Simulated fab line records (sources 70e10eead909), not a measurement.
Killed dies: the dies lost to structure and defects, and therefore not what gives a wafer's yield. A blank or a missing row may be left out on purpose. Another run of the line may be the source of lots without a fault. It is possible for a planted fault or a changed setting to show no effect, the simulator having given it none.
Problem report, 8D (eight disciplines) form, completed by code	flow nand-harc	the parts of the form that need people (team, actions taken, sign-off) are left out

== 1. THE ISSUE ==
Wafers with no fault read 222 with a standard deviation of 77, whereas raw-defect-count at NHARC_P_GATE_INSPECT_68 reads a mean of 1022 on 1 wafer of 1 lot. That puts it +10 standard deviations away from the usual mean.
First observed at day 8 19:17: wafer L759.3, on defect-inspect-02. At this step, 36 wafers from 12 lots have a number in the record. Rule for "out", or "out of limits": more than 4 standard deviations from the usual mean. All remaining wafers that have a number are taken as sound.

== 2. WHAT THIS IS AND IS NOT ==
question	is	is not
which readings at this step	raw-defect-count	-
which lots	L759	L749, L750, L751, L752, L753, L754, L764, L765, L767, L768, L769
which wafers of those lots	L759.3	L759.1, L759.4
read on which gauges	defect-inspect-02	defect-inspect-01
when	from day 8 19:17	up to then (20 sound wafers); but 15 sound wafers of L764, L765, L767, L768, L769 came after

== 3. SUSPECTS, AND WHAT RULES EACH OUT ==
Counting: any tool at a process step up to the reading remains a suspect provided it ran every lot that is out. Sound lots after the first of them don't rule it out here, since some wafers of a struck lot are sound.
- the gauge at NHARC_P_GATE_INSPECT_68 has been ruled out. All the wafers that are out were read on defect-inspect-02, but those of them that NHARC_END_SORT_01 has rows for are out there too, on other tools.
- rie-diel-06 at NHARC_P_GATE_HM_OPEN_105 (chemistry O2/COS, target depth 360 nm): kept. The lot that is out, L759, ran on it at day 8 00:00; the last sound lot it ran before that was L752, at day 5 23:00.
- rie-diel-03 at NHARC_P_GATE_ETCHBACK_37 (etches the open film in CHF3/O2, target depth 34.5 nm, time 17.2 s): kept. The lot that is out, L759, ran on it at day 8 19:17; the last sound lot it ran before that was L754, at day 7 02:53. NHARC_P_GATE_ETCHBACK_37: start missing for some lots; hours and lot order therefore follow NHARC_P_GATE_INSPECT_68.
- Within rie-diel-06 at NHARC_P_GATE_HM_OPEN_105: the wafers that are out ran in chamber 3; their sound lot-mates ran in chambers 0, 2.
- Within rie-diel-03 at NHARC_P_GATE_ETCHBACK_37: the wafers that are out ran in chamber 1; their sound lot-mates ran in chambers 0, 3.
The count leaves rie-diel-03 at NHARC_P_GATE_ETCHBACK_37 and rie-diel-06 at NHARC_P_GATE_HM_OPEN_105.

== 4. THE CAUSE (what the simulator had put in) ==
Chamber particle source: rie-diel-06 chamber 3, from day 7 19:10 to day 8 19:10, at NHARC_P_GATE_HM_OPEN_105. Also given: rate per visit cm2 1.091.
Counting leaves 2 suspects; this tool is one of them.

== 5. THE EFFECT CHAIN, in route order ==
Rows list readings where the struck wafers' mean (over those with a number) sits beyond 3 standard deviations from the usual. Readings are gone through only where the record gives a usual standard deviation; hours: the median, over the lots, of the time from a lot's start at the first step in this table giving one to that lot's start at this step; sigmas: the change measured in usual standard deviations.
hours	step	reading	usual	on struck wafers	change	sigmas
0	NHARC_P_GATE_INSPECT_68	raw-defect-count	222	1022	+800	+10
343	NHARC_END_SORT_01	killed-at-periphery	3.6	38.0	+34.4	+14
343	NHARC_END_SORT_01	killed-dies	26	60	+34	+3.8

== 6. WHAT WOULD HAVE CAUGHT IT SOONER ==
24 hours passed between the start of the fault at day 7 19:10 and the first reading out of limits at a measuring or inspecting step in this record, taken at day 8 19:17.
No tool reading at NHARC_P_GATE_HM_OPEN_105 that has a usual standard deviation in the record was out on any struck wafer, so an alarm limit of 4 standard deviations on those readings would not have fired.
Lots out: 1; all had begun NHARC_P_GATE_HM_OPEN_105 on rie-diel-06 by day 8 19:17. Holding the tool at that point would not have protected any of them.
